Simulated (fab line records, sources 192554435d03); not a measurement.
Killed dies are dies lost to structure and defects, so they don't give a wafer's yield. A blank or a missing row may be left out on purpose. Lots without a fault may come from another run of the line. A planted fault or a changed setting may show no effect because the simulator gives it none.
Split-lot experiment | flow n5_finfet | 7 lots, 39 wafers read, on a route of 1938 steps

THE SPLIT
At N5_WELL_APT_EXPOSE_22 (exposes mask PWELL, defocus 0 nm, target cd 200 nm), the setting dose_mj was moved away from the recipe's 23.2 on 15 of the 39 wafers read, by -6.7% to -2.2%. The other wafers ran this setting at the recipe's value.

FROM THE SPLIT TO THE READING: what the file shows between them, 3 steps
- N5_WELL_APT_PEB_23: peb time 90 s
- N5_WELL_APT_DEVELOP_24: develop time 45 s
- N5_WELL_APT_HARDBAKE_29: time 120 s

THE READING
cd_nm, in nm, at N5_WELL_APT_CD_MEAS_25 (target cd 200 nm). Fault-free wafers of this fab line usually give 198.9 nm, standard deviation 2.4 nm.

wafer  | tool, chamber at the split | dose_mj as run | against the recipe | cd_nm, nm | against lot-mates on the recipe
L077.1 | krf_scanner-02, 0          | 21.82          | -5.9%              | 188.5     | -9.6
L077.2 | krf_scanner-02, 0          | 23.2           | recipe             | 199.1     | -
L077.3 | krf_scanner-02, 0          | 23.2           | recipe             | 196.8     | -
L077.4 | krf_scanner-02, 0          | 23.2           | recipe             | 198.5     | -
L077.5 | krf_scanner-02, 0          | 21.82          | -5.9%              | 188.8     | -9.3
L077.6 | krf_scanner-02, 0          | 21.82          | -5.9%              | 185.2     | -12.9
L082.1 | krf_scanner-01, 0          | 23.2           | recipe             | 196.8     | -
L082.2 | krf_scanner-01, 0          | 21.64          | -6.7%              | 185.5     | -13.8
L082.3 | krf_scanner-01, 0          | 21.64          | -6.7%              | 181.3     | -18.0
L082.4 | krf_scanner-01, 0          | 23.2           | recipe             | 201.0     | -
L082.5 | krf_scanner-01, 0          | 23.2           | recipe             | 200.0     | -
L082.6 | krf_scanner-01, 0          | 21.64          | -6.7%              | 183.7     | -15.6
L084.1 | krf_scanner-02, 0          | 23.2           | recipe             | 198.6     | -
L084.2 | krf_scanner-02, 0          | 22.15          | -4.5%              | 189.9     | -8.5
L084.3 | krf_scanner-02, 0          | 22.15          | -4.5%              | 190.0     | -8.4
L084.4 | krf_scanner-02, 0          | 22.15          | -4.5%              | 188.6     | -9.8
L084.5 | krf_scanner-02, 0          | 23.2           | recipe             | 199.7     | -
L084.6 | krf_scanner-02, 0          | 23.2           | recipe             | 196.8     | -
L086.1 | krf_scanner-02, 0          | 23.2           | recipe             | 200.0     | -
L086.5 | krf_scanner-02, 0          | 23.2           | recipe             | 203.0     | -
L086.6 | krf_scanner-02, 0          | 23.2           | recipe             | 196.1     | -
L090.1 | krf_scanner-02, 0          | 23.2           | recipe             | 201.8     | -
L090.2 | krf_scanner-02, 0          | 23.2           | recipe             | 194.6     | -
L090.3 | krf_scanner-02, 0          | 23.2           | recipe             | 202.9     | -
L090.4 | krf_scanner-02, 0          | 23.2           | recipe             | 202.2     | -
L090.5 | krf_scanner-02, 0          | 23.2           | recipe             | 197.5     | -
L090.6 | krf_scanner-02, 0          | 23.2           | recipe             | 199.9     | -
L091.1 | krf_scanner-01, 0          | 22.23          | -4.2%              | 190.0     | -10.5
L091.2 | krf_scanner-01, 0          | 23.2           | recipe             | 201.5     | -
L091.3 | krf_scanner-01, 0          | 22.23          | -4.2%              | 191.2     | -9.3
L091.4 | krf_scanner-01, 0          | 23.2           | recipe             | 201.2     | -
L091.5 | krf_scanner-01, 0          | 22.23          | -4.2%              | 193.8     | -6.7
L091.6 | krf_scanner-01, 0          | 23.2           | recipe             | 198.7     | -
L095.1 | krf_scanner-01, 0          | 23.2           | recipe             | 198.3     | -
L095.2 | krf_scanner-01, 0          | 22.68          | -2.2%              | 194.3     | -2.8
L095.3 | krf_scanner-01, 0          | 23.2           | recipe             | 195.9     | -
L095.4 | krf_scanner-01, 0          | 22.68          | -2.2%              | 195.1     | -2.0
L095.5 | krf_scanner-01, 0          | 22.68          | -2.2%              | 190.2     | -6.9
L095.6 | krf_scanner-01, 0          | 23.2           | recipe             | 197.0     | -

THE FIT
A straight line over all 39 wafers: cd_nm changes by +2.11 nm for each +1% of dose_mj; r = +0.92; the points scatter about the line by 2.2 nm.
The same after taking each lot's own level away (the mean of its wafers on the recipe; 39 wafers): +2.08 nm for each +1%; r = +0.93; scatter 2.1 nm.
On that fit, the largest move of dose_mj shifts the reading by 14 nm.
The lots' own levels span 197.07 to 200.47 nm, that is 1.4 times the standard deviation above.
So the lot-to-lot level changes the slope little: the two slopes agree.
Check: with one of the wafers moved furthest among these (-6.7%) left out of the fit, the line predicts -13.9 nm for it against its lot-mates. It came out at -13.8 nm against them.

THE WHOLE CHAIN: every reading that the file lists as answering this split, in the file's order
step                   | what it does             | reading                                                         | change (the file's fit)              | r (the file's)
N5_WELL_APT_CD_MEAS_25 | target cd 200 nm         | cd_nm                                                           | +2.06 nm for each +1% of the setting | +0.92
N5_WELL_APT_DESCUM_30  | chemistry O2, time 7.9 s | WELL_APT.cd_nm (the simulator's own value, which no gauge read) | +2.07 nm for each +1% of the setting | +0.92

THE FILE'S OWN FIT
cd_nm changes by +2.06 nm for each +1% of dose_mj, r = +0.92.
